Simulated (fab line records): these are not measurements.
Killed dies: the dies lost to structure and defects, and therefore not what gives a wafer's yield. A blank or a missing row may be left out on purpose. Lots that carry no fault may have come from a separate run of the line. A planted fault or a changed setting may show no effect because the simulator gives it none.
Chamber matching -- flow nand_harc -- ald_hk-01 running NHARC_A_CHANNEL_FILL_D1_ALD_25: 4 sister chambers
The step deposits SiOx, target thk 60 nm, pulse time 10 s, ald cycles 600. 8 wafers are shown with their chamber, then 10 later ones without.

WAFERS WITH THEIR CHAMBER
wafer,chamber,heater_power_w (W),heater_power_outer_w (W)
L078.4,2,426,240
L079.3,1,442,244
L079.5,0,506,290
L081.1,0,515,296
L081.2,2,426,238
L081.4,3,419,219
L083.1,3,398,207
L083.4,1,441,238

WAFERS MISSING THEIR CHAMBER
wafer,heater_power_w (W),heater_power_outer_w (W)
L083.6,423,229
L092.4,439,237
L092.5,434,240
L092.6,411,226
L095.1,411,230
L095.2,393,214
L095.6,402,226
L097.1,436,243
L097.2,509,293
L097.5,430,244

WHICH CHAMBER EACH ONE RAN IN
wafer,from the rows above,in truth
L083.6,can't be placed: 2 or 1 or 3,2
L092.4,can't be placed: 1 or 2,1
L092.5,can't be placed: 1 or 2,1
L092.6,can't be placed: 3 or 2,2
L095.1,can't be placed: 2 or 3 or 1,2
L095.2,3,3
L095.6,can't be placed: 3 or 2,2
L097.1,can't be placed: 1 or 2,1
L097.2,0,0
L097.5,can't be placed: 2 or 1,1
Correct placement for 2 of the 10. From these rows, 8 cannot be placed; in 8 the true chamber is one of the candidates. Wrongly placed: 0.
How it was worked out, from the rows above alone: a wafer's distance from a chamber is the root of the sum, over the readings, of the square of ((its reading less the chamber's mean) divided by the reading's scatter). If the next closest chamber is less than 2 further off than the closest, the wafer can't be placed; otherwise it belongs to the closest. A chamber's mean is the mean of its shown wafers. How the scatter is found: for the shown wafers, subtract from each reading the mean of its chamber, square and add these, divide the total by (wafers less chambers), then take the root.
